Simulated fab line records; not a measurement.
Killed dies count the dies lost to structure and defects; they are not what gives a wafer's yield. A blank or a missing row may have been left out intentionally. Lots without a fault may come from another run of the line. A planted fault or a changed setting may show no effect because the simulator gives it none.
Which tool is to blame? ; flow n5-finfet ; 24 lots, 72 wafers sampled, at 5 steps of a route of 1938

## WHAT EACH GAUGE READ, for each wafer
N5_DUMMY_GATE_INSPECT_17: inspects for defects (brightfield). Usual: raw-defect-count 185, standard deviation 44.
lot;measured;on;raw-defect-count;flag
L074;day 3 00:42;defect-inspect-02;152 163 126;
L075;day 3 06:52;defect-inspect-02;181 246 145;
L076;day 3 11:37;defect-inspect-02;169 252 192;
L077;day 3 19:32;defect-inspect-02;173 169 255;
L078;day 4 03:10;defect-inspect-02;217 246 224;
L079;day 4 10:23;defect-inspect-01;117 153 147;
L080;day 4 15:04;defect-inspect-02;205 263 194;
L081;day 4 21:16;defect-inspect-01;234 197 177;
L082;day 4 23:33;defect-inspect-02;225 244 140;
L083;day 5 05:04;defect-inspect-02;186 143 176;
L084;day 5 09:04;defect-inspect-01;135 150 160;
L085;day 5 19:07;defect-inspect-02;234 229 296;
L086;day 5 20:56;defect-inspect-02;177 213 173;
L087;day 6 04:49;defect-inspect-01;149 209 218;
L088;day 6 12:49;defect-inspect-02;149 198 172;
L089;day 6 23:02;defect-inspect-02;193 234 116;
L090;day 7 06:35;defect-inspect-02;139 219 208;
L091;day 7 10:16;defect-inspect-02;130 120 113;
L092;day 7 10:37;defect-inspect-02;127 179 164;
L093;day 7 18:29;defect-inspect-01;204 142 138;
L094;day 8 03:10;defect-inspect-01;198 166 184;
L095;day 8 13:40;defect-inspect-02;245 199 224;
L097;day 9 00:53;defect-inspect-01;244 131 155;
L096;day 9 04:40;defect-inspect-02;192 163 323;

N5_SPACER0_INSPECT_04: inspects for defects (darkfield). Usual: raw-defect-count 130, standard deviation 30.
lot;measured;on;raw-defect-count;flag
L074;day 3 02:56;defect-inspect-02;130 139 118;
L075;day 3 08:40;defect-inspect-02;143 176 98;
L076;day 3 13:28;defect-inspect-01;93 147 133;
L077;day 3 21:42;defect-inspect-02;129 135 164;
L078;day 4 05:01;defect-inspect-02;130 151 156;
L079;day 4 12:11;defect-inspect-02;87 107 88;
L080;day 4 17:05;defect-inspect-02;123 190 127;
L081;day 4 23:52;defect-inspect-02;202 144 131;
L082;day 5 02:26;defect-inspect-02;174 163 101;
L083;day 5 07:07;defect-inspect-01;113 119 108;
L084;day 5 10:59;defect-inspect-02;95 107 96;
L085;day 5 21:20;defect-inspect-02;187 180 181;
L086;day 5 22:50;defect-inspect-01;108 138 99;
L087;day 6 06:53;defect-inspect-02;99 155 138;
L088;day 6 14:43;defect-inspect-01;93 123 113;
L089;day 7 00:49;defect-inspect-01;115 126 98;
L090;day 7 08:40;defect-inspect-01;110 124 137;
L091;day 7 12:19;defect-inspect-02;141 103 101;
L092;day 7 12:52;defect-inspect-02;87 199 112;
L093;day 7 20:17;defect-inspect-01;152 131 102;
L094;day 8 05:01;defect-inspect-02;140 134 130;
L095;day 8 15:34;defect-inspect-01;142 126 154;
L097;day 9 03:11;defect-inspect-02;151 114 126;
L096;day 9 06:27;defect-inspect-01;145 116 184;

N5_SD_EPI_N_INSPECT_11: inspects for defects (macro). Usual: raw-defect-count 2.1, standard deviation 1.4.
lot;measured;on;raw-defect-count;flag
L074;day 3 03:23;defect-inspect-02;5 3 5;
L075;day 3 09:07;defect-inspect-02;1 2 0;
L076;day 3 13:55;defect-inspect-02;1 0 0;
L077;day 3 22:01;defect-inspect-02;3 2 2;
L078;day 4 05:30;defect-inspect-01;2 3 2;
L079;day 4 12:31;defect-inspect-02;1 2 1;
L080;day 4 17:32;defect-inspect-02;2 2 4;
L081;day 5 00:11;defect-inspect-01;1 4 2;
L082;day 5 02:53;defect-inspect-02;1 4 2;
L083;day 5 07:34;defect-inspect-02;2 2 2;
L084;day 5 11:26;defect-inspect-02;2 1 2;
L085;day 5 21:47;defect-inspect-01;4 3 0;
L086;day 5 23:10;defect-inspect-02;2 3 1;
L087;day 6 07:20;defect-inspect-02;1 1 3;
L088;day 6 15:02;defect-inspect-02;3 3 0;
L089;day 7 01:16;defect-inspect-01;1 1 2;
L090;day 7 09:07;defect-inspect-02;1 0 1;
L091;day 7 12:46;defect-inspect-01;4 2 2;
L092;day 7 13:11;defect-inspect-01;3 3 2;
L093;day 7 20:44;defect-inspect-01;4 2 3;
L094;day 8 05:29;defect-inspect-01;1 0 1;
L095;day 8 16:01;defect-inspect-02;3 2 3;
L097;day 9 03:38;defect-inspect-01;1 3 1;
L096;day 9 06:54;defect-inspect-01;3 1 2;

## EACH LOT AND THE TOOL THAT RAN IT (in order: tool; ch and the chambers of the sampled wafers; start)
lot;N5_DUMMY_GATE_CMP_04;N5_DUMMY_GATE_ETCH_44
L074;cmp-02 ch 2,3, day 2 18:04;rie-si-01 ch 1,2,3, day 3 01:56
L075;cmp-01 ch 0,2, day 3 00:19;rie-si-01 ch 0,1, day 3 07:40
L076;cmp-03 ch 0,1,3, day 3 06:52;rie-si-01 ch 2,3, day 3 12:28
L077;cmp-01 ch 2,3, day 3 14:55;rie-si-01 ch 2,3, day 3 20:33
L078;cmp-01 ch 0,1,2, day 3 22:37;rie-si-05 ch 0,1,2, day 4 04:01
L079;cmp-02 ch 0,2, day 4 05:45;rie-si-01 ch 1,2,3, day 4 11:11
L080;cmp-02 ch 1,2,3, day 4 10:25;rie-si-03 ch 1,2,3, day 4 15:53
L081;cmp-01 ch 0,1,2, day 4 16:30;rie-si-01 ch 1,2, day 4 22:31
L082;cmp-01 ch 2,3, day 4 18:53;rie-si-05 ch 0,1,3, day 5 00:49
L083;cmp-01 ch 1,2,3, day 5 00:25;rie-si-01 ch 1,2,3, day 5 06:07
L084;cmp-03 ch 0,2, day 5 04:25;rie-si-03 ch 1,2, day 5 09:51
L085;cmp-03 ch 0,2,3, day 5 12:33;rie-si-03 ch 0,2,3, day 5 19:56
L086;cmp-02 ch 1,2,3, day 5 16:10;rie-si-01 ch 0,1,3, day 5 21:43
L087;cmp-01 ch 0,2,3, day 6 00:02;rie-si-01 ch 1,2,3, day 6 05:53
L088;cmp-03 ch 1,2, day 6 08:03;rie-si-01 ch 0,1,3, day 6 13:43
L089;cmp-03 ch 0,3, day 6 16:29;rie-si-03 ch 0,3, day 6 23:49
L090;cmp-03 ch 0,2,3, day 6 18:49;rie-si-03 ch 0,1, day 7 07:39
L091;cmp-03 ch 1,2,3, day 7 02:19;rie-si-05 ch 0,1,3, day 7 11:11
L092;cmp-01 ch 0,1,3, day 7 05:59;rie-si-01 ch 0,2,3, day 7 11:44
L093;cmp-02 ch 1,2,3, day 7 13:45;rie-si-03 ch 0,2,3, day 7 19:17
L094;cmp-01 ch 0,2,3, day 7 20:40;rie-si-05 ch 1,2, day 8 03:58
L095;cmp-01 ch 0,1,3, day 8 09:01;rie-si-05 ch 0,2,3, day 8 14:32
L097;cmp-01 ch 1,3, day 8 20:07;rie-si-01 ch 0,1,3, day 9 01:51
L096;cmp-03 ch 0,2,3, day 8 20:28;rie-si-03 ch 0,2,3, day 9 05:27
- N5_DUMMY_GATE_CMP_04: polishes a-Si.
- N5_DUMMY_GATE_ETCH_44: etches poly-Si in HBr/O2, stops on SiO2, target depth 127.5 nm.

## AS READ BY THE TOOLS THEMSELVES (means over the sampled wafers that have a number; for cases with no such wafer, the mark the record gives instead)
N5_DUMMY_GATE_CMP_04. Usual: motor-current-A 10.5 A, standard deviation 1.6; retaining-ring-pressure-frac 1.000, standard deviation 0.0052; time-to-endpoint-s 13.8 s, standard deviation 2.3.
lot;tool;motor-current-A (A);retaining-ring-pressure-frac;time-to-endpoint-s (s);flag
L074;cmp-02;10.0;1.002;18.5;
L075;cmp-01;11.9;1.000;13.7;
L076;cmp-03;10.0;1.000;13.3;
L077;cmp-01;12.2;0.999;13.9;
L078;cmp-01;12.0;1.002;12.0;
L079;cmp-02;9.3;1.001;18.7;
L080;cmp-02;9.8;1.001;15.3;
L081;cmp-01;12.3;1.007;13.8;
L082;cmp-01;11.4;0.998;14.8;
L083;cmp-01;12.1;1.002;14.4;
L084;cmp-03;8.5;1.006;11.0;
L085;cmp-03;9.0;0.997;11.9;
L086;cmp-02;9.9;0.998;14.0;
L087;cmp-01;11.9;0.994;11.7;
L088;cmp-03;9.4;0.997;14.3;
L089;cmp-03;9.6;1.001;12.2;
L090;cmp-03;9.0;1.003;14.3;
L091;cmp-03;9.4;1.005;14.7;
L092;cmp-01;11.5;0.997;15.4;
L093;cmp-02;10.1;0.997;15.5;
L094;cmp-01;11.6;1.005;12.2;
L095;cmp-01;11.7;0.995;13.2;
L097;cmp-01;10.9;1.001;16.1;
L096;cmp-03;9.4;1.001;11.6;

N5_DUMMY_GATE_ETCH_44. Usual: drypump-motor-current-A 5.6 A, standard deviation 0.52; oes-product-au 0.732 a.u., standard deviation 0.0095; throttle-valve-pct 18.45 %, standard deviation 0.22.
lot;tool;drypump-motor-current-A (A);oes-product-au (a.u.);throttle-valve-pct (%);flag
L074;rie-si-01;5.5;0.734;18.29;
L075;rie-si-01;5.9;0.727;18.38;
L076;rie-si-01;5.5;0.734;18.33;
L077;rie-si-01;5.3;0.730;18.29;
L078;rie-si-05;6.0;0.740;18.36;
L079;rie-si-01;5.5;0.731;18.31;
L080;rie-si-03;5.2;0.734;18.81;
L081;rie-si-01;5.8;0.732;18.35;
L082;rie-si-05;5.9;0.727;18.42;
L083;rie-si-01;5.5;0.732;18.30;
L084;rie-si-03;5.4;0.726;18.89;
L085;rie-si-03;5.5;0.730;18.63;
L086;rie-si-01;5.6;0.735;18.37;
L087;rie-si-01;5.5;0.732;18.31;
L088;rie-si-01;5.6;0.730;18.36;
L089;rie-si-03;5.8;0.734;18.41;
L090;rie-si-03;6.0;0.730;18.48;
L091;rie-si-05;5.8;0.731;18.43;
L092;rie-si-01;5.6;0.737;18.40;
L093;rie-si-03;5.5;0.738;18.63;
L094;rie-si-05;6.0;0.726;18.31;
L095;rie-si-05;6.3;0.725;18.35;
L097;rie-si-01;5.6;0.736;18.36;
L096;rie-si-03;5.5;0.735;18.63;

## THE ANSWER, worked out from the rows above alone
Rule: take the mean of a lot's wafers that have a number; if it is more than 3 standard deviations from the usual mean, the lot is off. A lot without any number at a reading at which 4 lots or more have one is off too. Where the step has rows for the other lots, those lots are counted as sound. After the gauges, taken in route order, come the tools' own readings; for these a lot's mean is taken, as printed above. The first step at which some lot is off is used, and at that step the reading that is off furthest; a lot without a number counts as furthest.
Nothing can be told from this: no lot is off at any reading shown.

## WHAT HAD BEEN PUT IN BY THE SIMULATOR
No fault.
